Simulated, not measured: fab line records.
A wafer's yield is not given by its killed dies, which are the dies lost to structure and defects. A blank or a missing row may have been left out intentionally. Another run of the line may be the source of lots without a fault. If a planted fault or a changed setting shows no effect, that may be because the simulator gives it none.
fab line records	flow n5-finfet
record: lots: 7	wafers: 21
route steps=1938 shown BEOL_M5@1142 BEOL_M6@1212 BEOL_M7@1270 BEOL_M9@1408
start-h: hours from the record's opening day to when the first of the lot's shown wafers began	wait-h: hours since the lot's step before	" as in the row above	L1.1+2: a row that stands for several wafers	- either no value or no given start	* or withheld: withheld	< > ~ a bound
route shown NAME@n: names a module that has steps shown in the file, with the first one's number in the route	usual: mean and standard deviation over wafers with no fault	same: alike in all rows	chamber/n: place in a boat	sites: the reading at each site	_std_site: their standard deviation	_edge_site: outer sites' mean less inner sites'	radius-mm: for every site, how far away it sits from the centre of the wafer	mask NAME#n: copy n	behind: the tool/chamber that last shaped the wafer	hold: cause of the lot's hold/its duration in hours/its outcome	device: names the non-switching transistor (n, p or np)	end of line: the same wafers' tests at the end of the route	a step given without rows: its recipe and nothing more	killed: at the first sort, the dies lost to defects and structure; wafer yield is something else	map: per-die view of a wafer (x killed, . not killed, _ where there is no die)
set.NAME: the setting as run; set.NAME@STEP: as run at that earlier step	model.NAME: the simulator's own value behind a step, which no gauge read
lots where settings were altered on purpose, with a table for each step and a row for each wafer
== steps ==
step: N5_BEOL_M5_COAT_22
recipe: resist: CAR-EUV	spin-rpm: 1500	resist-thk-nm: 30
lot.wafer	tool	chamber	start-h	wait-h	set.spin-rpm	model.CAR-EUV_of_BEOL_M5_COAT_22.thk-nm
L078.1+2	litho-track-02	0	-	-	1500	30
L078.6	"	0	"	"	1576	29.2
L080.1+2+6	litho-track-02	0	-	-	1500	30
L092.1+4	litho-track-01	0	-	-	1580	29.2
L092.3	"	0	"	"	1580	29.4
L093.2	litho-track-05	0	-	-	1413	31
L093.5	"	0	"	"	1500	30
L093.6	"	0	"	"	1500	29.8
L094.3+4	litho-track-01	0	-	-	1614	28.8
L094.5	"	0	"	"	1500	30
L096.1+5+6	litho-track-01	0	-	-	1500	30
L097.2+5	litho-track-02	0	-	-	1500	30
L097.4	"	0	"	"	1500	29.8
step: N5_BEOL_M5_EBR_24
recipe: solvent: PGMEA	ebr-width-mm: 1.5
step: N5_BEOL_M5_SOFTBAKE_23
recipe: temp-c: 110	time-s: 60	resist: CAR-EUV
step: N5_BEOL_M5_EXPOSE_25
recipe: mask-id: V4	na: 0.33	source-shape: quasar	sigma-inner: 0.2	sigma-outer: 0.6	polarization: unpolarized	defocus-nm: 10	dose-mj: 52.75
step: N5_BEOL_M5_PEB_26
recipe: peb-temp-c: 100	peb-time-s: 60	resist: CAR-EUV
step: N5_BEOL_M5_DEVELOP_27
recipe: develop-time-s: 30	developer: TMAH	resist: CAR-EUV	rinse-liquid: surfactant-rinse	dry: air-spin	dev-temp-c: 23
lot.wafer	tool	chamber	start-h	wait-h	set.spin-rpm@BEOL_M5_COAT_22	model.CAR-EUV_of_BEOL_M5_COAT_22.thk-nm
L078.1	litho-track-01	0	-	-	1500	29.6
L078.2	"	0	"	"	1500	29.4
L078.6	"	0	"	"	1576	28.8
L080.1+2+6	litho-track-02	0	-	-	1500	29.6
L092.1+3+4	litho-track-05	0	-	-	1580	28.8
L093.2	litho-track-05	0	-	-	1413	30.4
L093.5+6	"	0	"	"	1500	29.4
L094.3+4	litho-track-05	0	-	-	1614	28.4
L094.5	"	0	"	"	1500	29.4
L096.1+6	litho-track-05	0	-	-	1500	29.4
L096.5	"	0	"	"	1500	29.6
L097.2+4	litho-track-02	0	-	-	1500	29.4
L097.5	"	0	"	"	1500	29.6
step: N5_BEOL_M5_DESCUM_33
recipe: chemistry: O2	time-s: 7	source-power-w: 50	bias-power-w: 20	pressure-mtorr: 20	rf-frequency-hz: 2.712e+07	temp-c: 40	resist: CAR-EUV	o2-flow-sccm: 225
lot.wafer	tool	chamber	start-h	wait-h	set.spin-rpm@BEOL_M5_COAT_22	model.CAR-EUV_of_BEOL_M5_COAT_22.thk-nm
L078.1	rie-diel-01	2	196.91	0.0	1500	26.2
L078.2	"	1	"	"	1500	26
L078.6	"	1	"	"	1576	25.4
L080.1	rie-diel-01	2	200.79	0.0	1500	26
L080.2+6	"	3	"	"	1500	26.2
L092.1+3	rie-diel-04	1,0	282.11	0.0	1580	25.4
L092.4	"	2	"	"	1580	25.2
L093.2	rie-diel-01	0	287.36	0.0	1413	27
L093.5+6	"	2,1	"	"	1500	26
L094.3+4	rie-diel-01	3,0	291.37	0.0	1614	24.8
L094.5	"	3	"	"	1500	26
L096.1+5+6	rie-diel-03	1,3,0	305.39	0.3	1500	26
L097.2+4+5	rie-diel-03	1,0,1	306.88	0.0	1500	26
step: N5_BEOL_M5_ETCH_75
recipe: chemistry: N2/H2	target: underlayer	target-depth-a: 65	mask-material: CAR-EUV	time-s: 5.2	ion-energy-ev: 200	pressure-mtorr: 30	source-w: 840	bias-w: 150	n2-flow-sccm: 200	h2-flow-sccm: 200	ends: cleared
step: N5_BEOL_M5_ETCH_67
recipe: chemistry: CF4	target: SiARC	target-depth-a: 156	mask-material: CAR-EUV	time-s: 26	ion-energy-ev: 80	pressure-mtorr: 40	source-w: 545	bias-w: 36	Ar_flow_sccm: 100	cf4-flow-sccm: 100	ends: cleared
lot.wafer	tool	chamber	start-h	wait-h	set.spin-rpm@BEOL_M5_COAT_66	set.spin-rpm@BEOL_M5_COAT_22	model.CAR-EUV_of_BEOL_M5_COAT_22.thk-nm	model.etch.depth-nm
L078.1	rie-diel-01	2	196.96	0.0	1550	1500	11.2	11.79
L078.2	"	1	"	"	1500	1500	11.2	11.92
L078.6	"	1	"	"	1550	1576	10.6	11.79
L080.1	rie-diel-01	2	200.84	0.0	1500	1500	11	12.02
L080.2	"	3	"	"	1392	1500	10.8	12.5
L080.6	"	3	"	"	1392	1500	10.8	12.49
L092.1+4	rie-diel-04	1,2	282.17	0.0	1500	1580	10.4	11.98
L092.3	"	0	"	"	1500	1580	10.6	12.01
L093.2	rie-diel-01	0	287.41	0.0	1500	1413	12	11.96
L093.5	"	2	"	"	1599	1500	11.2	11.58
L093.6	"	1	"	"	1599	1500	11.4	11.56
L094.3	rie-diel-01	3	291.43	0.0	1500	1614	10	11.97
L094.4	"	0	"	"	1579	1614	10	11.71
L094.5	"	3	"	"	1579	1500	11.4	11.68
L096.1	rie-diel-03	1	305.44	0.0	1500	1500	11	12.05
L096.5	"	3	"	"	1500	1500	11	12
L096.6	"	0	"	"	1500	1500	11	12.04
L097.2+5	rie-diel-03	1	306.93	0.0	1359	1500	10.6	12.59
L097.4	"	0	"	"	1500	1500	11	12.02
step: N5_BEOL_M6_ETCH_62
recipe: chemistry: N2/H2	target: SOC	target-depth-a: 1100	overetch-a: 220	mask-material: SiARC	temp-c: 40	time-s: 165	ion-energy-ev: 200	pressure-mtorr: 30	source-w: 840	bias-w: 150	n2-flow-sccm: 200	h2-flow-sccm: 200
usual: rf-vpp-V: 524.8/1.9
lot.wafer	tool	chamber	start-h	wait-h	set.bias-w	rf-vpp-V	model.SiARC_of_BEOL_M6_COAT_60.thk-nm
L078.1	rie-diel-05	1	205.86	0.0	132.1	482.3	29
L078.2	"	2	"	"	150	525.6	28.4
L078.6	"	2	"	"	150	527.3	28.2
L080.1	rie-diel-05	1	210.99	0.0	167.3	561.5	27.2
L080.2	"	2	"	"	150	525.8	28.4
L080.6	"	2	"	"	167.3	564.9	27.6
L092.1	rie-diel-06	2	292.80	0.0	135.2	491.5	29.4
L092.3	"	1	"	"	150	524.9	28.4
L092.4	"	2	"	"	150	523.5	28.6
L093.2	rie-diel-02	1	297.33	0.0	150	521.5	28.2
L093.5	"	3	"	"	150	523.5	28.4
L093.6	"	0	"	"	150	527.6	28.4
L094.3	rie-diel-02	2	300.68	0.0	168.8	563.8	27.6
L094.4	"	3	"	"	150	523.8	28.4
L094.5	"	0	"	"	150	527.0	28.4
L096.1	rie-diel-06	2	315.53	0.0	150	523.4	28.4
L096.5	"	2	"	"	150	524.0	28.4
L096.6	"	0	"	"	150	523.9	28.6
L097.2	rie-diel-02	3	317.91	0.0	150	523.0	28.4
L097.4	"	3	"	"	162.4	550.0	28
L097.5	"	1	"	"	150	520.3	28.2
step: N5_BEOL_M6_COAT_22
recipe: resist: CAR-EUV	spin-rpm: 1500	resist-thk-nm: 30
lot.wafer	tool	chamber	start-h	wait-h	set.spin-rpm	model.CAR-EUV_of_BEOL_M6_COAT_22.thk-nm
L078.1	litho-track-04	0	-	-	1428	30.6
L078.2+6	"	0	"	"	1500	30
L080.1	litho-track-03	0	-	-	1500	29.8
L080.2	"	0	"	"	1562	29.4
L080.6	"	0	"	"	1562	29.2
L092.1	litho-track-04	0	-	-	1500	30
L092.3	"	0	"	"	1500	29.8
L092.4	"	0	"	"	1644	28.6
L093.2+5	litho-track-03	0	-	-	1500	30
L093.6	"	0	"	"	1500	30.2
L094.3+4	litho-track-02	0	-	-	1404	31
L094.5	"	0	"	"	1500	30
L096.1	litho-track-04	0	-	-	1500	29.8
L096.5+6	"	0	"	"	1500	30
L097.2	litho-track-04	0	-	-	1500	30
L097.4+5	"	0	"	"	1439	30.6
step: N5_BEOL_M6_EBR_24
recipe: solvent: PGMEA	ebr-width-mm: 1.5
step: N5_BEOL_M6_SOFTBAKE_23
recipe: temp-c: 110	time-s: 60	resist: CAR-EUV
step: N5_BEOL_M6_EXPOSE_25
recipe: mask-id: V5	na: 0.33	source-shape: annular	sigma-inner: 0.4	sigma-outer: 0.8	polarization: unpolarized	target-cd-nm: 40	dose-mj: 45
step: N5_BEOL_M6_PEB_26
recipe: peb-temp-c: 100	peb-time-s: 60	resist: CAR-EUV
step: N5_BEOL_M6_DEVELOP_27
recipe: develop-time-s: 30	developer: TMAH	resist: CAR-EUV	rinse-liquid: surfactant-rinse	dry: air-spin	dev-temp-c: 23
lot.wafer	tool	chamber	start-h	wait-h	set.spin-rpm@BEOL_M6_COAT_22	model.CAR-EUV_of_BEOL_M6_COAT_22.thk-nm
L078.1	litho-track-02	0	-	-	1428	30.2
L078.2+6	"	0	"	"	1500	29.6
L080.1	litho-track-02	0	-	-	1500	29.4
L080.2+6	"	0	"	"	1562	28.8
L092.1	litho-track-04	0	-	-	1500	29.6
L092.3	"	0	"	"	1500	29.4
L092.4	"	0	"	"	1644	28
L093.2+5+6	litho-track-04	0	-	-	1500	29.6
L094.3	litho-track-04	0	-	-	1404	30.6
L094.4	"	0	"	"	1404	30.4
L094.5	"	0	"	"	1500	29.6
L096.1	litho-track-02	0	-	-	1500	29.4
L096.5+6	"	0	"	"	1500	29.6
L097.2	litho-track-03	0	-	-	1500	29.6
L097.4+5	"	0	"	"	1439	30.2
step: N5_BEOL_M7_COAT_05
recipe: resist: CAR-ArF	spin-rpm: 1500	resist-thk-nm: 90
lot.wafer	tool	chamber	start-h	wait-h	set.spin-rpm	model.CAR-ArF_of_BEOL_M7_COAT_05.thk-nm
L078.1	litho-track-01	0	-	-	1500	89.6
L078.2	"	0	"	"	1647	85.4
L078.6	"	0	"	"	1500	89.8
L080.1+2	litho-track-05	0	-	-	1435	92.2
L080.6	"	0	"	"	1500	90.2
L092.1	litho-track-05	0	-	-	1500	89.8
L092.3	"	0	"	"	1500	90
L092.4	"	0	"	"	1500	89.6
L093.2+5	litho-track-04	0	-	-	1646	85.8
L093.6	"	0	"	"	1646	86
L094.3+5	litho-track-01	0	-	-	1500	89.6
L094.4	"	0	"	"	1391	93
L096.1	litho-track-01	0	-	-	1500	90
L096.5+6	"	0	"	"	1500	89.8
L097.2	litho-track-01	0	-	-	1500	89.8
L097.4+5	"	0	"	"	1500	89.6
step: N5_BEOL_M7_EBR_07
recipe: solvent: PGMEA	ebr-width-mm: 1.5
step: N5_BEOL_M7_SOFTBAKE_06
recipe: temp-c: 110	time-s: 60	resist: CAR-ArF
step: N5_BEOL_M7_EXPOSE_08
recipe: mask-id: M7	na: 1.35	source-shape: dipole	sigma-inner: 0.817	sigma-outer: 0.97	polarization: te	dose-mj: 68.25
step: N5_BEOL_M7_PEB_09
recipe: peb-temp-c: withheld	peb-time-s: 60	resist: CAR-ArF
step: N5_BEOL_M7_DEVELOP_10
recipe: develop-time-s: 30	developer: TMAH	resist: CAR-ArF	rinse-liquid: diw	dry: air-spin	dev-temp-c: 23
lot.wafer	tool	chamber	start-h	wait-h	set.spin-rpm@BEOL_M7_COAT_05	model.CAR-ArF_of_BEOL_M7_COAT_05.thk-nm
L078.1	litho-track-04	0	-	-	1500	87.8
L078.2	"	0	"	"	1647	83.8
L078.6	"	0	"	"	1500	88.2
L080.1	litho-track-01	0	-	-	1435	90.6
L080.2	"	0	"	"	1435	90.4
L080.6	"	0	"	"	1500	88.6
L092.1+4	litho-track-04	0	-	-	1500	88
L092.3	"	0	"	"	1500	88.2
L093.2+5	litho-track-05	0	-	-	1646	84
L093.6	"	0	"	"	1646	84.2
L094.3	litho-track-01	0	-	-	1500	87.8
L094.4	"	0	"	"	1391	91.2
L094.5	"	0	"	"	1500	88
L096.1+5+6	litho-track-05	0	-	-	1500	88.2
L097.2	litho-track-04	0	-	-	1500	88.2
L097.4+5	"	0	"	"	1500	88
step: N5_BEOL_M7_ETCH_61
recipe: chemistry: CF4	target: SiARC	target-depth-a: 455	mask-material: CAR-ArF	time-s: 75.8	ion-energy-ev: 80	pressure-mtorr: 40	source-w: 545	bias-w: 36	Ar_flow_sccm: 100	cf4-flow-sccm: 100	ends: cleared
usual: etch-rf-on-time-s: 75.9/1.7	rf-vpp-V: 183.9/1.2
lot.wafer	tool	chamber	start-h	wait-h	set.source-w	etch-rf-on-time-s	rf-vpp-V
L078.1	rie-diel-03	1	213.61	0.0	465.2	88.7	192.2
L078.2	"	3	"	"	465.2	86.9	194.5
L078.6	"	0	"	"	545	77.2	185.9
L080.1	rie-diel-01	3	220.96	0.0	545	78.3	182.6
L080.2	"	0	"	"	461.6	83.7	194.1
L080.6	"	1	"	"	461.6	86.9	194.3
L092.1	rie-diel-01	0	300.54	0.0	457.2	85.6	196.0
L092.3	"	2	"	"	545	77.2	185.1
L092.4	"	1	"	"	545	75.4	184.1
L093.2	rie-diel-01	3	304.76	0.0	639.9	68.3	173.0
L093.5	"	1	"	"	545	75.0	184.0
L093.6	"	2	"	"	639.9	66.1	174.0
L094.3	rie-diel-04	3	308.22	0.0	608.1	65.5	177.5
L094.4	"	2	"	"	608.1	69.6	178.4
L094.5	"	0	"	"	545	75.9	181.5
L096.1	rie-diel-04	1	321.77	0.0	545	74.5	182.9
L096.5	"	3	"	"	545	72.7	184.1
L096.6	"	0	"	"	545	76.0	182.0
L097.2	rie-diel-01	1	326.34	0.0	519.8	78.4	187.5
L097.4	"	3	"	"	519.8	81.7	185.2
L097.5	"	3	"	"	545	78.3	183.2
step: N5_BEOL_M7_VIA_ETCH_34
recipe: chemistry: C4F6/O2	target: SiCOH_lowk	target-depth-a: 1255	mask-material: SOC	taper-deg: 4	time-s: 50.5	ion-energy-ev: 250	pressure-mtorr: 30	source-w: 345	bias-w: 185	Ar_flow_sccm: 300	C4F6_flow_sccm: 10	O2_flow_sccm: 10
usual: rf-vpp-V: 661/10
lot.wafer	tool	chamber	start-h	wait-h	set.source-w	rf-vpp-V
L078.1	rie-diel-01	3	217.21	0.0	345	663
L078.2	"	0	"	"	384.2	608
L078.6	"	2	"	"	384.2	614
L080.1	rie-diel-01	0	222.95	0.0	345	644
L080.2	"	3	"	"	345	663
L080.6	"	0	"	"	345	644
L092.1	rie-diel-03	2	303.80	0.0	401.6	598
L092.3	"	3	"	"	345	664
L092.4	"	1	"	"	401.6	616
L093.2	rie-diel-01	2	305.80	0.0	345	649
L093.5	"	3	"	"	345	663
L093.6	"	2	"	"	345	647
L094.3	rie-diel-03	3	310.64	0.0	296.3	718
L094.4	"	0	"	"	296.3	721
L094.5	"	3	"	"	345	664
L096.1	rie-diel-03	2	324.29	0.0	345	645
L096.5	"	3	"	"	345	665
L096.6	"	2	"	"	345	643
L097.2	rie-diel-04	1	327.63	0.0	345	673
L097.4	"	3	"	"	388.2	630
L097.5	"	1	"	"	388.2	636
step: N5_BEOL_M7_ETCH_41
recipe: chemistry: CH3F/O2	target: SiCN	target-depth-a: 319	taper-deg: 2	time-s: 57.8	ion-energy-ev: 120	mask-material: TiN	pressure-mtorr: 30	source-w: 395	bias-w: 75	Ar_flow_sccm: 150	CH3F_flow_sccm: 30	O2_flow_sccm: 20
usual: rf-vpp-V: 297.2/1.4
lot.wafer	tool	chamber	start-h	wait-h	set.source-w	rf-vpp-V	model.etch.depth-nm
L078.1	rie-diel-01	3	-	-	395	295.6	21.48
L078.2	"	0	"	"	422	290.3	23.12
L078.6	"	2	"	"	395	297.9	21.55
L080.1	rie-diel-01	0	-	-	454.8	285.3	23.81
L080.2	"	3	"	"	395	295.6	21.05
L080.6	"	0	"	"	454.8	284.0	23.82
L092.1	rie-diel-03	2	-	-	395	295.0	21.27
L092.3	"	3	"	"	395	299.6	21.59
L092.4	"	1	"	"	395	297.7	21.5
L093.2	rie-diel-01	2	-	-	370.2	304.0	20.83
L093.5	"	3	"	"	370.2	302.1	20.68
L093.6	"	2	"	"	395	297.5	21.4
L094.3	rie-diel-03	3	-	-	395	297.7	21.47
L094.4	"	0	"	"	395	298.1	21.52
L094.5	"	3	"	"	395	299.0	21.46
L096.1	rie-diel-03	2	-	-	395	295.3	21.35
L096.5	"	3	"	"	395	300.2	21.62
L096.6	"	2	"	"	395	297.0	21.37
L097.2	rie-diel-04	1	-	-	459.6	281.4	23.24
L097.4	"	3	"	"	395	298.2	22.45
L097.5	"	1	"	"	395	295.7	21.99
step: N5_BEOL_M9_COAT_05
recipe: resist: CAR-ArF	spin-rpm: 1500	resist-thk-nm: 90
lot.wafer	tool	chamber	start-h	wait-h	set.spin-rpm	model.CAR-ArF_of_BEOL_M9_COAT_05.thk-nm
L078.1	litho-track-04	0	-	-	1500	89.8
L078.2	"	0	"	"	1344	95.2
L078.6	"	0	"	"	1344	95
L080.1	litho-track-03	0	-	-	1336	95.2
L080.2	"	0	"	"	1336	95.4
L080.6	"	0	"	"	1500	89.8
L092.1+3+4	litho-track-01	0	-	-	1500	89.8
L093.2	litho-track-01	0	-	-	1500	89.6
L093.5	"	0	"	"	1650	85.2
L093.6	"	0	"	"	1650	85.4
L094.3	litho-track-04	0	-	-	1500	89.8
L094.4	"	0	"	"	1500	90.2
L094.5	"	0	"	"	1500	90
L096.1+5	litho-track-04	0	-	-	1500	90.2
L096.6	"	0	"	"	1500	90
L097.2	litho-track-01	0	-	-	1500	90
L097.4	"	0	"	"	1500	90.4
L097.5	"	0	"	"	1500	90.2
step: N5_BEOL_M9_DESCUM_16
recipe: chemistry: O2	time-s: 7.9	source-power-w: 50	bias-power-w: 20	pressure-mtorr: 20	rf-frequency-hz: 2.712e+07	temp-c: 40	resist: CAR-ArF	o2-flow-sccm: 225
lot.wafer	tool	chamber	start-h	wait-h	set.time-s	set.spin-rpm@BEOL_M9_COAT_05	model.CAR-ArF_of_BEOL_M9_COAT_05.thk-nm
L078.1	rie-diel-04	1	229.70	0.0	7.9	1500	83.2
L078.2+6	"	0,1	"	"	7.9	1344	88.6
L080.1	rie-diel-04	3	236.86	0.0	7.9	1336	88.6
L080.2	"	2	"	"	9.021	1336	88.2
L080.6	"	1	"	"	7.9	1500	83.4
L092.1	rie-diel-03	0	317.20	0.4	6.289	1500	84.4
L092.3+4	"	1,3	"	"	6.289	1500	84.2
L093.2	rie-diel-03	1	321.50	0.0	7.418	1500	83.4
L093.5	"	1	"	"	7.418	1650	79
L093.6	"	0	"	"	7.9	1650	79
L094.3	rie-diel-04	1	325.74	0.0	7.9	1500	83.4
L094.4	"	3	"	"	6.926	1500	84.2
L094.5	"	2	"	"	6.926	1500	84
L096.1	rie-diel-03	0	339.17	0.0	7.9	1500	83.8
L096.5	"	2	"	"	7.9	1500	83.6
L096.6	"	1	"	"	7.9	1500	83.4
L097.2	rie-diel-04	3	340.56	0.0	7.9	1500	83.4
L097.4	"	3	"	"	7.9	1500	83.8
L097.5	"	2	"	"	7.251	1500	84
step: N5_BEOL_M9_COAT_22
recipe: resist: CAR-EUV	spin-rpm: 1500	resist-thk-nm: 30
lot.wafer	tool	chamber	start-h	wait-h	set.spin-rpm	model.CAR-EUV_of_BEOL_M9_COAT_22.thk-nm
L078.1+2	litho-track-01	0	-	-	1500	30
L078.6	"	0	"	"	1407	31
L080.1	litho-track-04	0	-	-	1549	29.6
L080.2+6	"	0	"	"	1500	30
L092.1+3	litho-track-01	0	-	-	1590	29
L092.4	"	0	"	"	1500	30
L093.2+6	litho-track-03	0	-	-	1500	29.8
L093.5	"	0	"	"	1454	30.4
L094.3+5	litho-track-04	0	-	-	1500	30.2
L094.4	"	0	"	"	1500	30
L096.1+5+6	litho-track-03	0	-	-	1500	30
L097.2+4+5	litho-track-03	0	-	-	1500	30
step: N5_BEOL_M9_EBR_24
recipe: solvent: PGMEA	ebr-width-mm: 1.5
step: N5_BEOL_M9_SOFTBAKE_23
recipe: temp-c: 110	time-s: 60	resist: CAR-EUV
step: N5_BEOL_M9_EXPOSE_25
recipe: mask-id: V8	na: 0.33	source-shape: annular	sigma-inner: 0.4	sigma-outer: 0.8	polarization: unpolarized	dose-mj: 37.25
step: N5_BEOL_M9_PEB_26
recipe: peb-temp-c: 100	peb-time-s: 60	resist: CAR-EUV
step: N5_BEOL_M9_DEVELOP_27
recipe: develop-time-s: 30	developer: TMAH	resist: CAR-EUV	rinse-liquid: surfactant-rinse	dry: air-spin	dev-temp-c: 23
lot.wafer	tool	chamber	start-h	wait-h	set.spin-rpm@BEOL_M9_COAT_22	model.CAR-EUV_of_BEOL_M9_COAT_22.thk-nm
L078.1+2	litho-track-04	0	-	-	1500	29.6
L078.6	"	0	"	"	1407	30.6
L080.1	litho-track-04	0	-	-	1549	29
L080.2+6	"	0	"	"	1500	29.6
L092.1+3	litho-track-01	0	-	-	1590	28.6
L092.4	"	0	"	"	1500	29.4
L093.2+6	litho-track-01	0	-	-	1500	29.4
L093.5	"	0	"	"	1454	29.8
L094.3+4+5	litho-track-01	0	-	-	1500	29.6
L096.1+5+6	litho-track-01	0	-	-	1500	29.6
L097.2+4+5	litho-track-03	0	-	-	1500	29.6
step: N5_BEOL_M9_ETCH_66
recipe: chemistry: N2/H2	target: SOC	target-depth-a: 800	overetch-a: 160	mask-material: SiARC	temp-c: 40	time-s: 120	ion-energy-ev: 200	pressure-mtorr: 30	source-w: 840	bias-w: 150	n2-flow-sccm: 200	h2-flow-sccm: 200
lot.wafer	tool	chamber	start-h	wait-h	set.time-s	model.SiARC_of_BEOL_M9_COAT_64.thk-nm
L078.1+6	rie-diel-04	3,0	232.13	0.0	120	6.4
L078.2	"	0	"	"	138.4	5.4
L080.1	rie-diel-01	3	239.10	0.0	137.7	5.8
L080.2	"	0	"	"	137.7	5.4
L080.6	"	3	"	"	120	6.6
L092.1+4	rie-diel-03	2,0	320.22	0.0	146	5.4
L092.3	"	3	"	"	120	6.4
L093.2+6	rie-diel-01	2,0	324.00	0.0	97.35	7.6
L093.5	"	3	"	"	97.35	7.8
L094.3	rie-diel-04	1	326.80	0.0	120	6.2
L094.4	"	2	"	"	120	6.6
L094.5	"	0	"	"	120	6.4
L096.1	rie-diel-01	3	340.49	0.0	120	6.6
L096.5+6	"	1,0	"	"	120	6.4
L097.2	rie-diel-01	0	341.78	0.0	139.2	5.6
L097.4	"	2	"	"	139.2	5.8
L097.5	"	1	"	"	120	6.4
== key ==
split: step: N5_BEOL_M5_COAT_22	setting: spin-rpm	stated: 1500	by: wafer
response: step: N5_BEOL_M5_COAT_22	reading: model.CAR-EUV_of_BEOL_M5_COAT_22.thk-nm	change: -0.167	per: 1%	r: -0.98
response: step: N5_BEOL_M5_DEVELOP_27	reading: model.CAR-EUV_of_BEOL_M5_COAT_22.thk-nm	change: -0.145	per: 1%	r: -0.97
response: step: N5_BEOL_M5_DESCUM_33	reading: model.CAR-EUV_of_BEOL_M5_COAT_22.thk-nm	change: -0.158	per: 1%	r: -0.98
response: step: N5_BEOL_M5_ETCH_67	reading: model.CAR-EUV_of_BEOL_M5_COAT_22.thk-nm	change: -0.152	per: 1%	r: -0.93
split: step: N5_BEOL_M6_ETCH_62	setting: bias-w	stated: 150	by: wafer
response: step: N5_BEOL_M6_ETCH_62	reading: rf-vpp-V	change: +3.34	per: 1%	r: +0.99
response: step: N5_BEOL_M6_ETCH_62	reading: model.SiARC_of_BEOL_M6_COAT_60.thk-nm	change: -0.069	per: 1%	r: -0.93
split: step: N5_BEOL_M6_COAT_22	setting: spin-rpm	stated: 1500	by: wafer
response: step: N5_BEOL_M6_COAT_22	reading: model.CAR-EUV_of_BEOL_M6_COAT_22.thk-nm	change: -0.138	per: 1%	r: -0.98
response: step: N5_BEOL_M6_DEVELOP_27	reading: model.CAR-EUV_of_BEOL_M6_COAT_22.thk-nm	change: -0.147	per: 1%	r: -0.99
split: step: N5_BEOL_M7_COAT_05	setting: spin-rpm	stated: 1500	by: wafer
response: step: N5_BEOL_M7_COAT_05	reading: model.CAR-ArF_of_BEOL_M7_COAT_05.thk-nm	change: -0.45	per: 1%	r: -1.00
response: step: N5_BEOL_M7_DEVELOP_10	reading: model.CAR-ArF_of_BEOL_M7_COAT_05.thk-nm	change: -0.438	per: 1%	r: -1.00
split: step: N5_BEOL_M7_ETCH_61	setting: source-w	stated: 545	by: wafer
response: step: N5_BEOL_M7_ETCH_61	reading: etch-rf-on-time-s	change: *	per: 1%	r: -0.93
response: step: N5_BEOL_M7_ETCH_61	reading: rf-vpp-V	change: -0.608	per: 1%	r: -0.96
split: step: N5_BEOL_M7_VIA_ETCH_34	setting: source-w	stated: 345	by: wafer
response: step: N5_BEOL_M7_VIA_ETCH_34	reading: rf-vpp-V	change: -3.72	per: 1%	r: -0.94
split: step: N5_BEOL_M7_ETCH_41	setting: source-w	stated: 395	by: wafer
response: step: N5_BEOL_M7_ETCH_41	reading: rf-vpp-V	change: -0.856	per: 1%	r: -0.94
response: step: N5_BEOL_M7_ETCH_41	reading: model.etch.depth-nm	shape: bent	at-lowest: 20.75	at-stated: 21.54	at-highest: 23.24
split: step: N5_BEOL_M9_COAT_05	setting: spin-rpm	stated: 1500	by: wafer
response: step: N5_BEOL_M9_COAT_05	reading: model.CAR-ArF_of_BEOL_M9_COAT_05.thk-nm	change: -0.483	per: 1%	r: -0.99
response: step: N5_BEOL_M9_DESCUM_16	reading: model.CAR-ArF_of_BEOL_M9_COAT_05.thk-nm	change: -0.472	per: 1%	r: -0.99
split: step: N5_BEOL_M9_DESCUM_16	setting: time-s	stated: 7.9	by: wafer
response none clear
split: step: N5_BEOL_M9_COAT_22	setting: spin-rpm	stated: 1500	by: wafer
response: step: N5_BEOL_M9_COAT_22	reading: model.CAR-EUV_of_BEOL_M9_COAT_22.thk-nm	change: -0.162	per: 1%	r: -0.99
response: step: N5_BEOL_M9_DEVELOP_27	reading: model.CAR-EUV_of_BEOL_M9_COAT_22.thk-nm	change: -0.15	per: 1%	r: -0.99
split: step: N5_BEOL_M9_ETCH_66	setting: time-s	stated: 120	by: wafer
response: step: N5_BEOL_M9_ETCH_66	reading: model.SiARC_of_BEOL_M9_COAT_64.thk-nm	change: -0.0534	per: 1%	r: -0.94
split outside-this-file step=N5_BEOL_M5_COAT_66 setting=spin-rpm
split outside-this-file: this setting was split too, and the file shows its column; the key of that split is in another file
